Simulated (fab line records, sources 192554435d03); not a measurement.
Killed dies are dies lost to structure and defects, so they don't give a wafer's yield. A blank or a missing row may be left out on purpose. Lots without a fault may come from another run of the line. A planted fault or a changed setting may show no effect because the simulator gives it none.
One fault seen from 3 desks | flow n5_finfet | each desk has only its own numbers; what lay behind them comes last

THE DEFECT DESK
What the inspections along the route counted, lot by lot: means of the sampled wafers that have a number. A lot is out of limits, marked OUT, if its mean lies more than 4 standard deviations from the usual mean; the brackets give that distance.
Columns: A = raw_defect_count at N5_ILD0_INSPECT_06, usual 38
lot  | first seen here | A
L205 | day 4 04:43     | 38
L207 | day 4 19:58     | 18
L208 | day 4 22:17     | 36
L209 | day 5 06:04     | 38
L210 | day 5 09:22     | 39
L215 | day 7 03:00     | 68
L221 | day 8 06:48     | 317 (+16) OUT
L223 | day 8 17:26     | 38
L224 | day 9 00:33     | 22
This desk's finding: out of limits on L221; first on L221, day 8 06:48 (raw_defect_count at N5_ILD0_INSPECT_06). In limits: L205, L207, L208, L209, L210, L215, L223, L224.

THE TOOL OWNER'S DESK: cmp-03
The tool's own readings at N5_ILD0_CMP_12 (polishes SiNx, stops on poly-Si, t overpolish 6 s, target thk 17.67 nm): means of the sampled wafers that have a number, for each lot that ran on this tool. A lot is out of limits, marked OUT, if its mean lies more than 4 standard deviations from the usual mean; the brackets give that distance.
Columns: A = motor_current_A at N5_ILD0_CMP_12, usual 9.0 A; B = overpolish_run_s at N5_ILD0_CMP_12, usual 6.000 s; C = slurry_flow_ml_min at N5_ILD0_CMP_12, usual 150.0; D = time_to_endpoint_s at N5_ILD0_CMP_12, usual 29 s
lot  | first seen here | A   | B     | C     | D
L208 | day 4 21:57     | 9.6 | 5.997 | 150.3 | 26
L215 | day 7 02:43     | 9.4 | 6.002 | 150.6 | 24
L221 | day 8 06:35     | 9.6 | 6.007 | 150.4 | 27
This desk's finding: nothing out of limits on any of the 3 lots.

THE METROLOGY DESK
What the gauges read, lot by lot, whatever tool the lot ran on: means of the sampled wafers that have a number. A lot is out of limits, marked OUT, if its mean lies more than 4 standard deviations from the usual mean; the brackets give that distance. Of its 11 readings 7 are shown: those that lie furthest out on some lot.
Columns: A = DIBL_N at N5_BEOL_M4_RC_MEAS_101, usual 36.5 mV/V; B = DIBL_P at N5_BEOL_M4_RC_MEAS_101, usual 36.6 mV/V; C = IOFF_P at N5_BEOL_M4_RC_MEAS_101, usual 0.21 nA/um; D = ION_N at N5_BEOL_M4_RC_MEAS_101, usual 674 uA/um; E = ION_P at N5_BEOL_M4_RC_MEAS_101, usual 460 uA/um; F = SS_N at N5_BEOL_M4_RC_MEAS_101, usual 71.6 mV/dec; G = VT_P at N5_BEOL_M4_RC_MEAS_101, usual -250 mV
lot  | first seen here | A    | B    | C    | D   | E   | F    | G
L205 | day 3 21:26     | 36.3 | 36.4 | 0.21 | 665 | 454 | 71.8 | -252
L207 | day 4 12:44     | 36.3 | 35.2 | 0.23 | 672 | 466 | 71.0 | -247
L208 | day 4 14:22     | 36.1 | 35.4 | 0.21 | 669 | 459 | 71.0 | -249
L209 | day 4 22:17     | 36.1 | 36.9 | 0.22 | 685 | 467 | 72.4 | -249
L210 | day 5 01:51     | 36.0 | 36.3 | 0.26 | 696 | 482 | 71.5 | -243
L215 | day 6 19:48     | 38.0 | 38.3 | 0.20 | 679 | 457 | 72.2 | -254
L221 | day 7 22:55     | 38.6 | 39.3 | 0.25 | 676 | 465 | 71.9 | -250
L223 | day 8 09:39     | 35.8 | 35.9 | 0.20 | 668 | 455 | 71.5 | -254
L224 | day 8 17:11     | 35.5 | 36.3 | 0.23 | 674 | 466 | 71.6 | -246
This desk's finding: nothing out of limits on any of the 9 lots.

PUT TOGETHER
The defect desk could have raised an alarm at day 8 06:48, on L221.
The tool owner's desk saw nothing out of limits.
The metrology desk saw nothing out of limits.
The tool owner's desk has L221 on record, within its limits.
The metrology desk has L221 on record, within its limits.
Of the lots named, all ran N5_ILD0_CMP_12 on cmp-03.

WHAT THE SIMULATOR HAD PUT IN
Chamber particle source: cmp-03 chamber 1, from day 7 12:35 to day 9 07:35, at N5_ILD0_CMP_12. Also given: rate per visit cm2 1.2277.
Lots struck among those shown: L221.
Hours from the fault's start to each desk's first reading out of limits: the defect desk, 18.
